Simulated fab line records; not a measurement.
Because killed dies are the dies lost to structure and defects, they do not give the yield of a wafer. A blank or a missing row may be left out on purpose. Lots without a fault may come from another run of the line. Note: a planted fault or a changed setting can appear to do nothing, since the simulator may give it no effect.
Which tool did it? || flow n5_finfet || 28 wafers from 11 lots sampled at 5 of the route's 1938 steps

WHAT THE GAUGES READ, wafer by wafer
N5_BEOL_M4_RC_MEAS_101.
{"lot": "L533", "measured": "day 7 20:53", "on": "prober-01", "DIBL_N (mV/V)": "40.7 39.1"}
{"lot": "L535", "measured": "day 8 04:13", "on": "prober-01", "DIBL_N (mV/V)": "32.7 35.3"}
{"lot": "L537", "measured": "day 9 08:10", "on": "prober-01", "DIBL_N (mV/V)": "33.3 34.5 34.5"}
{"lot": "L538", "measured": "day 9 10:43", "on": "prober-02", "DIBL_N (mV/V)": "37.8 38.3 40.5"}
{"lot": "L540", "measured": "day 9 17:41", "on": "prober-01", "DIBL_N (mV/V)": "37.7 35.0"}
{"lot": "L542", "measured": "day 10 15:08", "on": "prober-01", "DIBL_N (mV/V)": "37.8 38.0 37.6"}
{"lot": "L543", "measured": "day 10 22:34", "on": "prober-01", "DIBL_N (mV/V)": "35.6 36.8 35.2"}
{"lot": "L544", "measured": "day 10 19:26", "on": "prober-01", "DIBL_N (mV/V)": "38.4 36.8"}
{"lot": "L550", "measured": "day 12 12:45", "on": "prober-02", "DIBL_N (mV/V)": "34.3 33.1 35.6"}
{"lot": "L555", "measured": "day 13 18:03", "on": "prober-01", "DIBL_N (mV/V)": "36.7 35.5"}
{"lot": "L556", "measured": "day 13 21:29", "on": "prober-02", "DIBL_N (mV/V)": "36.5 35.6 36.0"}

EACH LOT AND THE TOOL THAT RAN IT (in order: tool; ch and the chambers of the sampled wafers; start)
{"lot": "L533", "N5_FIN_CUT_DESCUM_13": "rie_diel-01 ch 1,3, day 2 03:04", "N5_STI_FIN_REVEAL_ALD_14": "ald_sin-02 ch 0,2, day 2 04:04", "N5_STI_FIN_REVEAL_CMP_04": "cmp-01 ch 0,3, day 2 09:07", "N5_STI_FIN_REVEAL_STRIP_24": "rie_diel-03 ch 1,2, day 2 09:50"}
{"lot": "L535", "N5_FIN_CUT_DESCUM_13": "rie_diel-04 ch 2,3, day 2 15:14", "N5_STI_FIN_REVEAL_ALD_14": "ald_sin-04 ch 0,3, day 2 16:23", "N5_STI_FIN_REVEAL_CMP_04": "cmp-02 ch 0,1, day 2 22:02", "N5_STI_FIN_REVEAL_STRIP_24": "rie_diel-02 ch 1,3, day 2 22:36"}
{"lot": "L537", "N5_FIN_CUT_DESCUM_13": "rie_diel-04 ch 0,1,2, day 3 02:37", "N5_STI_FIN_REVEAL_ALD_14": "ald_sin-02 ch 0,2, day 3 03:37", "N5_STI_FIN_REVEAL_CMP_04": "cmp-02 ch 0,1,2, day 3 09:20", "N5_STI_FIN_REVEAL_STRIP_24": "rie_diel-03 ch 0,1,3, day 3 09:56"}
{"lot": "L538", "N5_FIN_CUT_DESCUM_13": "rie_diel-01 ch 0,1,2, day 3 09:13", "N5_STI_FIN_REVEAL_ALD_14": "ald_sin-04 ch 2,3, day 3 10:26", "N5_STI_FIN_REVEAL_CMP_04": "cmp-02 ch 0,1, day 3 16:08", "N5_STI_FIN_REVEAL_STRIP_24": "rie_diel-02 ch 0,1,3, day 3 16:50"}
{"lot": "L540", "N5_FIN_CUT_DESCUM_13": "rie_diel-05 ch 0,2, day 3 21:22", "N5_STI_FIN_REVEAL_ALD_14": "ald_sin-04 ch 0,3, day 3 22:22", "N5_STI_FIN_REVEAL_CMP_04": "cmp-03 ch 0,3, day 4 03:23", "N5_STI_FIN_REVEAL_STRIP_24": "rie_diel-03 ch 0,3, day 4 03:59"}
{"lot": "L542", "N5_FIN_CUT_DESCUM_13": "rie_diel-01 ch 1,2, day 4 08:53", "N5_STI_FIN_REVEAL_ALD_14": "ald_sin-02 ch 1,2, day 4 09:53", "N5_STI_FIN_REVEAL_CMP_04": "cmp-02 ch 1,2, day 4 14:56", "N5_STI_FIN_REVEAL_STRIP_24": "rie_diel-03 ch 0,2,3, day 4 15:36"}
{"lot": "L543", "N5_FIN_CUT_DESCUM_13": "rie_diel-01 ch 1,2,3, day 4 16:43", "N5_STI_FIN_REVEAL_ALD_14": "ald_sin-01 ch 1,2, day 4 17:55", "N5_STI_FIN_REVEAL_CMP_04": "cmp-01 ch 1,2,3, day 4 23:01", "N5_STI_FIN_REVEAL_STRIP_24": "rie_diel-03 ch 1,2,3, day 4 23:34"}
{"lot": "L544", "N5_FIN_CUT_DESCUM_13": "rie_diel-01 ch 0,1, day 4 22:23", "N5_STI_FIN_REVEAL_ALD_14": "ald_sin-04 ch 1,2, day 5 00:28", "N5_STI_FIN_REVEAL_CMP_04": "cmp-03 ch 0,2, day 5 05:37", "N5_STI_FIN_REVEAL_STRIP_24": "rie_diel-03 ch 0, day 5 06:10"}
{"lot": "L550", "N5_FIN_CUT_DESCUM_13": "rie_diel-05 ch 0,1,2, day 6 09:28", "N5_STI_FIN_REVEAL_ALD_14": "ald_sin-04 ch 0,1,3, day 6 10:28", "N5_STI_FIN_REVEAL_CMP_04": "cmp-01 ch 1,2,3, day 6 15:32", "N5_STI_FIN_REVEAL_STRIP_24": "rie_diel-06 ch 0,1,2, day 6 16:05"}
{"lot": "L555", "N5_FIN_CUT_DESCUM_13": "rie_diel-04 ch 1,3, day 7 14:51", "N5_STI_FIN_REVEAL_ALD_14": "ald_sin-02 ch 0,1, day 7 15:51", "N5_STI_FIN_REVEAL_CMP_04": "cmp-03 ch 2, day 7 20:54", "N5_STI_FIN_REVEAL_STRIP_24": "rie_diel-03 ch 0, day 7 21:29"}
{"lot": "L556", "N5_FIN_CUT_DESCUM_13": "rie_diel-05 ch 0,2,3, day 7 21:41", "N5_STI_FIN_REVEAL_ALD_14": "ald_sin-02 ch 0,1,3, day 7 22:44", "N5_STI_FIN_REVEAL_CMP_04": "cmp-03 ch 0,2,3, day 8 03:48", "N5_STI_FIN_REVEAL_STRIP_24": "rie_diel-02 ch 1,2,3, day 8 04:20"}
- N5_FIN_CUT_DESCUM_13: chemistry O2, time 7 s.
- N5_STI_FIN_REVEAL_ALD_14: deposits Si3N4, target thk 3 nm.
- N5_STI_FIN_REVEAL_CMP_04: polishes, stops on Si3N4, t overpolish 4 s, target thk 131.83 nm.
- N5_STI_FIN_REVEAL_STRIP_24: strips in N2/H2, time 90 s.

THE ANSWER, worked out from the rows above alone
Rule: the usual values come from the lots themselves. Put in order of their means at a reading, lots are off if they are a third of the lots or fewer, leave a main group of 4 or more, and stand apart from it by a gap of 3 or more times the standard deviation of the main group's means; of several such gaps the widest counts. A main group whose means are all the same, to the digits that the tables above print for the reading, isn't used. Also off: a lot with no number at a reading for which 4 or more lots have one. Where the step has rows for the other lots, those lots are counted as sound.
No lot is off at any reading shown: from this, nothing can be told.

WHAT HAD BEEN PUT IN BY THE SIMULATOR
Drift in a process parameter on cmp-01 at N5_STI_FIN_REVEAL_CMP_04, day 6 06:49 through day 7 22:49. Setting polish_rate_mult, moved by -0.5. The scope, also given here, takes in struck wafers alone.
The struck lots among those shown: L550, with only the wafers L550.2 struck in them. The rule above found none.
